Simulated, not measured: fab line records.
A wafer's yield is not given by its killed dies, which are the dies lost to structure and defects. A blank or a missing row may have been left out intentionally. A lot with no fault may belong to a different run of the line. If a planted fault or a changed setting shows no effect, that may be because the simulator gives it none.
Chamber matching | flow n5-finfet | N5_MOL_CONTACT_COAG_ALD_123 on ald-sin-04 has 4 sister chambers
The step deposits SiNx, target thk 5 nm, pulse time 1 s, purge time 2 s. 14 wafers are shown with their chamber, then 7 later ones without.

## WAFERS, EACH WITH ITS CHAMBER
wafer  | chamber | heater-power-w (W) | heater-power-outer-w (W) | precursor-pulse-height-rel
L076.2 | 3       | 871                | 551                      | 0.996
L076.5 | 2       | 1048               | 625                      | 0.972
L076.6 | 1       | 779                | 464                      | 1.019
L079.2 | 0       | 787                | 525                      | 1.022
L079.3 | 1       | 776                | 457                      | 0.987
L079.4 | 3       | 879                | 545                      | 1.023
L080.2 | 2       | 1057               | 637                      | 1.011
L080.4 | 1       | 770                | 444                      | 0.992
L080.6 | 3       | 894                | 557                      | 1.010
L085.1 | 3       | 885                | 547                      | 0.989
L085.2 | 0       | 777                | 507                      | 1.005
L085.6 | 2       | 1042               | 638                      | 1.004
L089.2 | 2       | 1043               | 629                      | 1.006
L089.4 | 1       | 776                | 457                      | 0.972

SIGNATURES (means of the wafers above)
reading                    | chamber 0 | chamber 1 | chamber 2 | chamber 3 | scatter within a chamber
heater-power-w             | 782.00    | 775.25    | 1047.50   | 882.25    | 7.19
heater-power-outer-w       | 516.00    | 455.50    | 632.25    | 550.00    | 7.57
precursor-pulse-height-rel | 1.01350   | 0.99250   | 0.99825   | 1.00450   | 0.0171
Rule: for a wafer and a chamber, the distance is found by dividing, reading by reading, the gap between the wafer's reading and the chamber's mean by the reading's scatter, squaring, summing and taking the root. The wafer belongs to the nearest chamber; if the next one is less than 2 further off, it can't be placed. How the scatter is found: for the shown wafers, subtract from each reading the mean of its chamber, square and add these, divide the total by (wafers less chambers), then take the root.

## WAFERS WHOSE CHAMBER IS MISSING
wafer  | heater-power-w (W) | heater-power-outer-w (W) | precursor-pulse-height-rel
L089.5 | 784                | 459                      | 0.965
L093.1 | 1036               | 649                      | 0.992
L093.2 | 790                | 519                      | 1.008
L093.5 | 1035               | 649                      | 0.996
L096.1 | 899                | 550                      | 0.975
L096.3 | 794                | 451                      | 1.019
L096.4 | 1042               | 639                      | 1.017

## WHICH CHAMBER EACH ONE RAN IN
wafer  | from the rows above | in truth
L089.5 | 1                   | 1
L093.1 | 2                   | 2
L093.2 | 0                   | 0
L093.5 | 2                   | 2
L096.1 | 3                   | 3
L096.3 | 1                   | 1
L096.4 | 2                   | 2
Correctly placed: 7 of 7. Number that these rows cannot place: 0. Placed wrongly: 0.
